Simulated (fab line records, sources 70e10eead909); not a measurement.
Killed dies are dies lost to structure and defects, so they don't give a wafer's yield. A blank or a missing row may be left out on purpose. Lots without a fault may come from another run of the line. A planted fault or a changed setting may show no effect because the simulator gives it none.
Chamber matching | flow nand_harc | NHARC_A_WL_FILL_CMP_12 on cmp-03: 4 sister chambers
The step polishes, t overpolish 30 s, target thk 100 nm. 4 wafers are shown with their chamber, then 9 later ones without.

WAFERS WITH THEIR CHAMBER
wafer  | chamber | motor_current_A (A)
L079.6 | 1       | 10.8
L086.6 | 3       | 9.5
L087.3 | 0       | 13.3
L087.5 | 2       | 12.1

WAFERS WITHOUT THEIR CHAMBER
wafer  | motor_current_A (A)
L089.1 | 11.5
L089.2 | 12.0
L089.4 | 9.6
L088.2 | 10.0
L088.5 | 9.6
L088.6 | 14.0
L097.3 | 13.2
L097.4 | 13.2
L097.5 | 10.1

WHICH CHAMBER EACH WENT THROUGH
wafer  | from the rows above     | in truth
L089.1 | can't be placed: 2 or 1 | 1
L089.2 | 2                       | 2
L089.4 | 3                       | 3
L088.2 | can't be placed: 3 or 1 | 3
L088.5 | 3                       | 3
L088.6 | 0                       | 0
L097.3 | 0                       | 0
L097.4 | 0                       | 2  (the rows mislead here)
L097.5 | can't be placed: 3 or 1 | 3
Placed correctly: 5 of 9. Can't be placed from these rows: 3 (the true chamber is among the candidates in 3). Placed wrongly: 1.
How it was worked out, from the rows above alone: a wafer's distance from a chamber is the root of the sum, over the readings, of the square of ((its reading less the chamber's mean) divided by the reading's scatter). The wafer belongs to the nearest chamber; if the next one is less than 2 further off, it can't be placed. A chamber's mean is the mean of its shown wafers. The scatter: with one shown wafer a chamber, the root of the mean of the squares of how far each hidden wafer lies from its nearest shown one.
